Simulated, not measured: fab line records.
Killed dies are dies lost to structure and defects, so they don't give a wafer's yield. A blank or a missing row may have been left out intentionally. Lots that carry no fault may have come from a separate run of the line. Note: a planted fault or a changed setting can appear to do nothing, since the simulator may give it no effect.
fab line records | flow n5_finfet
record: lots: 6 | wafers: 18 | last_day: 17
route steps=1938 shown TV_OPEN@1889 PAD_METAL@1893 PASSIVATION@1897
lots that met no fault: taken from a fault-free run of the same line
start_h: start of the lot's first displayed wafer, in hours after the record's first day | wait_h: time in hours since the lot's previous step | " as in the row above | L1.1+2: a single row standing in for several wafers | - value missing, or start not given | * or withheld: withheld | < > ~ a bound
route shown NAME@n: a module of which the file shows steps, and the number in the route of the first | usual: average and standard deviation across the fault-free wafers | same: alike in all rows | chamber/n: place in a boat | sites: the reading at each site | _std_site: standard deviation of those values | _edge_site: outer sites' mean less inner sites' | radius_mm: for every site, how far away it sits from the centre of the wafer | mask NAME#n: copy n | behind: tool/chamber where the wafer was last shaped | hold: the reason the lot was held/the length of the hold in hours/how it ended | device: the transistor (n, p or np) that didn't switch | end of line: the tests these same wafers got at the end of their route | a step without rows: its recipe alone | killed: dies that structure and defects cost at the first sort, which is not the same as the wafer's yield | map: dies across one wafer; x = killed, . = not, _ = none there
set.NAME: the setting as run; set.NAME@STEP: as run at that earlier step | model.NAME: the simulator's own value behind a step, which no gauge read
certain route steps with their lots: each step a table, each wafer a row
services: when a tool's chamber went out of use (start_h, in hours from the record's first day, below 0 if earlier), for how many hours, and the reason
== steps ==
step: N5_PASSIVATION_STRIP_14
recipe: chemistry: O2 | power_w: 600 | temp_c: 60 | pressure_mtorr: 30 | rf_frequency_hz: 6e+07 | bias_power_w: 0 | overash_fraction: 0.5 | o2_flow_sccm: 225
usual: drypump_motor_current_A: 5.8/0.61 | oes_product_au: 0.81/0.088 | rf_vpp_V: 3.7/0.9 | showerhead_plenum_p_Torr: 2.11/0.078 | throttle_valve_pct: 16.61/0.18
lot.wafer | tool        | chamber | start_h | wait_h | drypump_motor_current_A | oes_product_au | rf_hours_counter_h | rf_vpp_V | showerhead_plenum_p_Torr | throttle_valve_pct
L739.1    | rie_diel-04 | 3       | 268.99  | 0.1    | 6.8                     | 0.67           | 241                | 3.0      | 1.98                     | 16.62
L739.2    | "           | 1       | "       | "      | 5.4                     | 0.89           | 34                 | 5.1      | 2.13                     | 16.52
L739.6    | "           | 0       | "       | "      | 5.3                     | 0.74           | -                  | 4.1      | 2.17                     | 16.81
L744.2    | rie_diel-04 | 3       | 290.19  | 0.1    | 6.7                     | 0.67           | 248                | 3.4      | 1.98                     | 16.63
L744.3    | "           | 0       | "       | "      | 5.4                     | 0.74           | 194                | 2.5      | 2.16                     | 16.84
L744.5    | "           | 2       | "       | "      | 6.1                     | 0.96           | -                  | 2.9      | 2.06                     | 16.44
L756.1    | rie_diel-03 | 3       | 378.43  | 0.1    | 6.4                     | 0.82           | 78                 | 2.5      | 2.22                     | 16.44
L756.3    | "           | 0       | "       | "      | 5.2                     | 0.70           | 223                | 4.7      | 1.99                     | 16.66
L756.5    | "           | 1       | "       | "      | 6.1                     | 0.68           | -                  | 2.8      | 2.18                     | 16.92
L757.1    | rie_diel-01 | 3       | 378.95  | 0.1    | 6.2                     | 0.72           | 166                | 5.3      | 2.00                     | 16.56
L757.4    | "           | 2       | "       | "      | 6.6                     | 0.86           | 52                 | 3.0      | 2.05                     | 16.73
L757.6    | "           | 0       | "       | "      | 5.8                     | 0.85           | -                  | 3.4      | 2.21                     | 16.52
L759.2    | rie_diel-04 | 2       | 393.00  | 0.1    | 6.1                     | 0.89           | 43                 | 4.0      | 2.05                     | 16.54
L759.5    | "           | 0       | "       | "      | 5.4                     | 0.71           | -                  | 4.3      | 2.15                     | 16.95
L759.6    | "           | 3       | "       | "      | 6.7                     | 0.92           | -                  | 3.0      | 2.23                     | 16.24
L761.1    | rie_diel-01 | 2       | 409.47  | 0.1    | 6.5                     | 0.83           | 62                 | 4.1      | 2.05                     | 16.75
L761.2    | "           | 1       | "       | "      | 4.7                     | 0.83           | 69                 | 3.6      | 2.12                     | 16.62
L761.6    | "           | 0       | "       | "      | 5.9                     | 0.84           | -                  | 2.4      | 2.20                     | 16.50
step: N5_PASSIVATION_ETCH_15
recipe: chemistry: CF4/N2 | target: SiCN | target_depth_a: 750 | taper_deg: 2 | time_s: 81.2 | ion_energy_ev: 150 | mask_material: SiNx | pressure_mtorr: 40 | source_w: 430 | bias_w: 70 | Ar_flow_sccm: 100 | cf4_flow_sccm: 60 | n2_flow_sccm: 60
usual: drypump_motor_current_A: 5.8/0.62 | oes_product_au: 0.81/0.09 | rf_vpp_V: 382.7/2 | showerhead_plenum_p_Torr: 2.23/0.079 | throttle_valve_pct: 15.39/0.19
lot.wafer | tool        | chamber | start_h | wait_h | drypump_motor_current_A | oes_product_au | rf_hours_counter_h | rf_vpp_V | showerhead_plenum_p_Torr | throttle_valve_pct
L739.1    | rie_diel-04 | 3       | -       | -      | 6.8                     | 0.67           | 241                | 378.6    | 2.09                     | 15.44
L739.2    | "           | 1       | "       | "      | 5.4                     | 0.89           | 34                 | 382.5    | 2.25                     | 15.32
L739.6    | "           | 0       | "       | "      | 5.3                     | 0.75           | -                  | 384.2    | 2.29                     | 15.67
L744.2    | rie_diel-04 | 3       | -       | -      | 6.7                     | 0.67           | 248                | 380.3    | 2.09                     | 15.44
L744.3    | "           | 0       | "       | "      | 5.4                     | 0.74           | 194                | 382.6    | 2.28                     | 15.70
L744.5    | "           | 2       | "       | "      | 6.1                     | 0.97           | -                  | 382.0    | 2.17                     | 15.20
L756.1    | rie_diel-03 | 3       | -       | -      | 6.4                     | 0.81           | 78                 | 385.1    | 2.32                     | 15.20
L756.3    | "           | 0       | "       | "      | 5.2                     | 0.70           | 223                | 380.5    | 2.10                     | 15.45
L756.5    | "           | 1       | "       | "      | 6.1                     | 0.69           | -                  | 382.8    | 2.27                     | 15.65
L757.1    | rie_diel-01 | 3       | -       | -      | 6.2                     | 0.73           | 166                | 379.4    | 2.11                     | 15.37
L757.4    | "           | 2       | "       | "      | 6.6                     | 0.86           | 52                 | 380.8    | 2.15                     | 15.43
L757.6    | "           | 0       | "       | "      | 5.8                     | 0.85           | -                  | 383.9    | 2.32                     | 15.25
L759.2    | rie_diel-04 | 2       | -       | -      | 6.1                     | 0.89           | 43                 | 380.9    | 2.16                     | 15.26
L759.5    | "           | 0       | "       | "      | 5.4                     | 0.72           | -                  | 383.9    | 2.27                     | 15.75
L759.6    | "           | 3       | "       | "      | 6.7                     | 0.92           | -                  | 385.5    | 2.34                     | 15.00
L761.1    | rie_diel-01 | 2       | -       | -      | 6.6                     | 0.85           | 62                 | 380.9    | 2.15                     | 15.44
L761.2    | "           | 1       | "       | "      | 4.7                     | 0.84           | 69                 | 381.6    | 2.24                     | 15.46
L761.6    | "           | 0       | "       | "      | 5.9                     | 0.83           | -                  | 384.0    | 2.31                     | 15.27
step: N5_PASSIVATION_STRIP_73
recipe: chemistry: post_etch_residue_remover | time_s: 60 | temp_c: 25 | remover_ph: withheld | remover_water_wt_pct: withheld | remover_fluoride_wt_pct: withheld
step: N5_PASSIVATION_SRD_17
recipe: time_s: 30 | temp_c: 23 | rinse_liquid: diw | dry: n2_spin | spin_rpm: 1500 | dry_time_s: 30
step: N5_PASSIVATION_DEGAS_18
recipe: ambient: vacuum | temp_c: 300 | time_s: 60
step: N5_PASSIVATION_PRE_CLEAN_19
recipe: gas: H2/He | time_s: * | temp_c: *
usual: heater_power_w: 441/39 | susceptor_temp_C: *
lot.wafer | tool           | chamber | start_h | wait_h | heater_power_w | susceptor_temp_C
L739.1    | pvd_sputter-03 | -       | 269.54  | 0.0    | 475            | *
L739.2    | "              | -       | "       | "      | 408            | *
L739.6    | "              | -       | "       | "      | 467            | *
L744.2    | pvd_sputter-03 | -       | 292.09  | 0.0    | 438            | *
L744.3    | "              | -       | "       | "      | 412            | *
L744.5    | "              | -       | "       | "      | 401            | *
L756.1    | pvd_sputter-01 | -       | 379.35  | 0.0    | 487            | *
L756.3    | "              | -       | "       | "      | 375            | *
L756.5    | "              | -       | "       | "      | 380            | *
L757.1    | pvd_sputter-02 | -       | 379.66  | 0.0    | 477            | *
L757.4    | "              | -       | "       | "      | 404            | *
L757.6    | "              | -       | "       | "      | 437            | *
L759.2    | pvd_sputter-02 | -       | 393.51  | 0.0    | 506            | *
L759.5    | "              | -       | "       | "      | 461            | *
L759.6    | "              | -       | "       | "      | 408            | *
L761.1    | pvd_sputter-02 | -       | 410.15  | 0.0    | 446            | *
L761.2    | "              | -       | "       | "      | 456            | *
L761.6    | "              | -       | "       | "      | 397            | *
step: N5_PASSIVATION_SPUTTER_20
recipe: material: TaN | target_thk_a: 500 | temp_c: 25 | chamber_pressure_pa: 0.4
usual: chamber_pressure_pa: 0.4000/0.00082 | susceptor_temp_C: 24.98/0.1 | throttle_valve_pct: 29.9/0.87
lot.wafer | tool           | chamber | start_h | wait_h | chamber_pressure_pa | susceptor_temp_C | throttle_valve_pct
L739.1    | pvd_sputter-03 | -       | 269.58  | 0.0    | 0.4005              | 24.82            | 30.9
L739.2    | "              | -       | "       | "      | 0.3997              | 25.04            | 30.2
L739.6    | "              | -       | "       | "      | 0.4003              | 24.80            | 31.1
L744.2    | pvd_sputter-03 | -       | 292.13  | 0.0    | 0.3996              | 24.98            | 30.4
L744.3    | "              | -       | "       | "      | 0.3998              | 24.92            | 29.8
L744.5    | "              | -       | "       | "      | 0.4010              | 25.06            | 30.0
L756.1    | pvd_sputter-01 | -       | 379.39  | 0.0    | 0.4007              | 24.92            | 30.2
L756.3    | "              | -       | "       | "      | 0.4007              | 25.08            | 29.0
L756.5    | "              | -       | "       | "      | 0.4012              | 25.02            | 29.4
L757.1    | pvd_sputter-02 | -       | 379.70  | 0.0    | 0.3997              | 24.93            | 28.8
L757.4    | "              | -       | "       | "      | 0.3990              | 24.75            | 28.6
L757.6    | "              | -       | "       | "      | 0.3996              | 24.99            | 29.8
L759.2    | pvd_sputter-02 | -       | 393.55  | 0.0    | 0.3993              | 25.02            | 28.9
L759.5    | "              | -       | "       | "      | 0.4010              | 25.02            | 29.6
L759.6    | "              | -       | "       | "      | 0.4000              | 24.70            | 28.9
L761.1    | pvd_sputter-02 | -       | 410.19  | 0.0    | 0.3988              | 25.09            | 29.9
L761.2    | "              | -       | "       | "      | 0.4008              | 25.08            | 29.0
L761.6    | "              | -       | "       | "      | 0.3996              | 25.04            | 28.6
step: N5_PASSIVATION_AL_DEP_21
recipe: material: Al | target_thk_a: 28000 | temp_c: 400 | time_s: 170 | power_w: 30000 | chamber_pressure_pa: 0.4 | gas: Ar
usual: chamber_pressure_pa: 0.4000/0.00078 | susceptor_temp_C: 400.03/0.23 | throttle_valve_pct: 29.9/0.86
lot.wafer | tool           | chamber | start_h | wait_h | chamber_pressure_pa | susceptor_temp_C | throttle_valve_pct
L739.1    | pvd_sputter-03 | -       | 269.68  | 0.1    | 0.3986              | 399.66           | 30.5
L739.2    | "              | -       | "       | "      | 0.3993              | 399.83           | 29.8
L739.6    | "              | -       | "       | "      | 0.3994              | 399.82           | 30.8
L744.2    | pvd_sputter-03 | -       | 292.23  | 0.1    | 0.3994              | 400.28           | 30.5
L744.3    | "              | -       | "       | "      | 0.4000              | 399.98           | 29.9
L744.5    | "              | -       | "       | "      | 0.4000              | 400.15           | 30.0
L756.1    | pvd_sputter-01 | -       | 379.49  | 0.1    | 0.4001              | 400.16           | 30.1
L756.3    | "              | -       | "       | "      | 0.4017              | 399.74           | 29.3
L756.5    | "              | -       | "       | "      | 0.4000              | 399.59           | 29.1
L757.1    | pvd_sputter-02 | -       | 379.80  | 0.1    | 0.4008              | 399.96           | 28.8
L757.4    | "              | -       | "       | "      | 0.4006              | 399.75           | 28.6
L757.6    | "              | -       | "       | "      | 0.3995              | 399.92           | 29.7
L759.2    | pvd_sputter-02 | -       | 393.65  | 0.1    | 0.4000              | 399.61           | 28.8
L759.5    | "              | -       | "       | "      | 0.3996              | 400.21           | 29.7
L759.6    | "              | -       | "       | "      | 0.3996              | 399.71           | 28.7
L761.1    | pvd_sputter-02 | -       | 410.29  | 0.1    | 0.3990              | 400.04           | 29.7
L761.2    | "              | -       | "       | "      | 0.4006              | 400.09           | 28.8
L761.6    | "              | -       | "       | "      | 0.3999              | 399.68           | 28.6
step: N5_PASSIVATION_HMDS_23
recipe: time_s: 60 | temp_c: 120
step: N5_PASSIVATION_COAT_24
recipe: spin_rpm: 3000 | resist_thk_nm: withheld
step: N5_PASSIVATION_EBR_26
recipe: solvent: PGMEA | ebr_width_mm: 1.5
step: N5_PASSIVATION_SOFTBAKE_25
recipe: temp_c: 100 | time_s: 90
step: N5_PASSIVATION_EXPOSE_27
recipe: mask_id: PAD | na: 0.55 | source_shape: conventional | sigma_outer: 0.8 | polarization: unpolarized | defocus_nm: 0 | dose_mj: 32.3
usual: exposure_dose_mJ_cm2: 32.295/0.028 | focus_offset_nm: 0.0/0.49
same: sigma_outer: 0.8
lot.wafer | tool           | chamber | start_h | wait_h | mask  | exposure_dose_mJ_cm2 | focus_offset_nm
L739.1    | krf_scanner-02 | 0       | 269.98  | -      | PAD#0 | 32.232               | -0.4
L739.2    | "              | 0       | "       | "      | PAD#0 | 32.305               | 0.8
L739.6    | "              | 0       | "       | "      | PAD#0 | 32.265               | 0.9
L744.2    | krf_scanner-01 | 0       | 292.53  | -      | PAD#0 | 32.256               | -0.1
L744.3    | "              | 0       | "       | "      | PAD#0 | 32.253               | 0.2
L744.5    | "              | 0       | "       | "      | PAD#0 | 32.305               | 0.0
L756.1    | krf_scanner-02 | 0       | 379.78  | -      | PAD#0 | 33.484               | -1.0
L756.3    | "              | 0       | "       | "      | PAD#0 | 33.493               | -0.3
L756.5    | "              | 0       | "       | "      | PAD#0 | 33.525               | -0.9
L757.1    | krf_scanner-02 | 0       | 380.09  | -      | PAD#0 | 33.525               | 0.0
L757.4    | "              | 0       | "       | "      | PAD#0 | 33.524               | -0.3
L757.6    | "              | 0       | "       | "      | PAD#0 | 33.507               | 0.9
L759.2    | krf_scanner-01 | 0       | 394.08  | -      | PAD#0 | 32.311               | -0.4
L759.5    | "              | 0       | "       | "      | PAD#0 | 32.328               | -0.2
L759.6    | "              | 0       | "       | "      | PAD#0 | 32.298               | -0.6
L761.1    | krf_scanner-01 | 0       | 410.58  | -      | PAD#0 | 32.280               | 0.1
L761.2    | "              | 0       | "       | "      | PAD#0 | 32.244               | -0.5
L761.6    | "              | 0       | "       | "      | PAD#0 | 32.331               | -0.7
step: N5_PASSIVATION_PEB_28
recipe: peb_temp_c: withheld | peb_time_s: *
step: N5_PASSIVATION_DEVELOP_29
recipe: develop_time_s: 60 | rinse_liquid: diw | dry: air_spin | dev_temp_c: 21
step: N5_PASSIVATION_HARDBAKE_31
recipe: temp_c: 130 | time_s: 120
step: N5_PASSIVATION_CD_MEAS_30
recipe: target_cd_nm: 4000 | landing_energy_ev: 500 | detector: se_inlens | polarity: opening
usual: cd_nm: 3999.8/1.5
lot.wafer | tool      | chamber | start_h | wait_h | cd_nm
L739.1    | cd_sem-03 | 0       | 270.15  | -      | 3998.1
L739.2    | "         | 0       | "       | "      | 4002.0
L739.6    | "         | 0       | "       | "      | 4000.8
L744.2    | cd_sem-03 | 0       | 292.70  | -      | 4000.0
L744.3    | "         | 0       | "       | "      | 3998.0
L744.5    | "         | 0       | "       | "      | 4000.3
L756.1    | cd_sem-02 | 0       | 379.96  | -      | 4008.1
L756.3    | "         | 0       | "       | "      | 4007.7
L756.5    | "         | 0       | "       | "      | 4009.5
L757.1    | cd_sem-03 | 0       | 380.27  | -      | 4006.3
L757.4    | "         | 0       | "       | "      | 4006.8
L757.6    | "         | 0       | "       | "      | 4006.3
L759.2    | cd_sem-03 | 0       | 394.25  | -      | 3999.4
L759.5    | "         | 0       | "       | "      | 4000.0
L759.6    | "         | 0       | "       | "      | 4000.3
L761.1    | cd_sem-03 | 0       | 410.76  | -      | 4003.5
L761.2    | "         | 0       | "       | "      | 4001.3
L761.6    | "         | 0       | "       | "      | 3999.8
step: N5_PASSIVATION_OVL_MEAS_63
recipe: points_per_wafer: 44
usual: PAD_OVL: 0/6
lot.wafer | tool       | chamber | start_h | wait_h | PAD_OVL[nm]
L739.1    | overlay-02 | 0       | 270.18  | 0.0    | 3
L739.2    | "          | 0       | "       | "      | -4
L739.6    | "          | 0       | "       | "      | 4
L744.2    | overlay-01 | 0       | 292.73  | 0.0    | -1
L744.3    | "          | 0       | "       | "      | -11
L744.5    | "          | 0       | "       | "      | -13
L756.1    | overlay-02 | 0       | 379.99  | 0.0    | -3
L756.3    | "          | 0       | "       | "      | -4
L756.5    | "          | 0       | "       | "      | -4
L757.1    | overlay-02 | 0       | 380.30  | 0.0    | -5
L757.4    | "          | 0       | "       | "      | 1
L757.6    | "          | 0       | "       | "      | -6
L759.2    | overlay-02 | 0       | 394.28  | 0.0    | 1
L759.5    | "          | 0       | "       | "      | 4
L759.6    | "          | 0       | "       | "      | 4
L761.1    | overlay-01 | 0       | 410.79  | 0.0    | 4
L761.2    | "          | 0       | "       | "      | 0
L761.6    | "          | 0       | "       | "      | 0
== services ==
tool           | chamber | start_h | hours | kind
rie_diel-04    | 2       | 247.20  | -     | clean
rie_diel-04    | 2       | 247.20  | -     | consumable_replace:focus_ring
rie_diel-04    | 2       | 247.20  | 17.3  | scheduled_down
rie_diel-04    | 2       | 247.20  | 17.3  | vent_cycle
krf_scanner-02 | 0       | 269.89  | -     | calibration
rie_diel-01    | 3       | 284.47  | 7.4   | repair
rie_diel-04    | 3       | 295.36  | -     | clean
rie_diel-04    | 3       | 295.36  | -     | consumable_replace:focus_ring
rie_diel-04    | 3       | 295.36  | -     | consumable_replace:showerhead
rie_diel-04    | 3       | 295.36  | 27.3  | scheduled_down
rie_diel-04    | 3       | 295.36  | 27.3  | vent_cycle
krf_scanner-01 | -       | 301.17  | 0.5   | repair
krf_scanner-02 | -       | 320.11  | 0.8   | pm
krf_scanner-01 | -       | 335.24  | 4.0   | pm
krf_scanner-01 | 0       | 344.57  | -     | calibration
pvd_sputter-01 | -       | 352.67  | 1.6   | repair
krf_scanner-02 | -       | 359.05  | 1.3   | pm
krf_scanner-02 | -       | 361.65  | 1.0   | pm
krf_scanner-01 | -       | 363.57  | 1.3   | repair
krf_scanner-02 | -       | 373.34  | 0.3   | repair
krf_scanner-01 | -       | 375.49  | 1.0   | pm
krf_scanner-01 | -       | 379.55  | 0.5   | repair
krf_scanner-02 | -       | 384.79  | 0.6   | repair
krf_scanner-01 | -       | 401.62  | 0.6   | repair
== key ==
first_sign: step: N5_PASSIVATION_EXPOSE_27 | reading: exposure_dose_mJ_cm2 | direction: up | sigmas: 43 | usual: 32.295 | struck: 33.510
effect: step: N5_PASSIVATION_CD_MEAS_30 | reading: cd_nm | direction: up | sigmas: 5.1 | usual: 3999.8 | struck: 4007.5
met_at N5_PASSIVATION_EXPOSE_27
struck_wafers L756.1,L756.3,L756.5,L757.1,L757.4,L757.6
onset_between 269.98 379.78
earlier_fault: kind: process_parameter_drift | tool: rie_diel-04 | chamber: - | onset_h: 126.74 | steps: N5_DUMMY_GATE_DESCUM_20 | channel: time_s | offset: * | shape: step | acts_in: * | stated: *
fault: kind: process_parameter_drift | tool: krf_scanner-02 | chamber: - | onset_h: 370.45 | steps: N5_PASSIVATION_EXPOSE_27 | channel: dose_mj | offset: 1.1994 | shape: step | acts_in: these_recipes_only | stated: 32.3
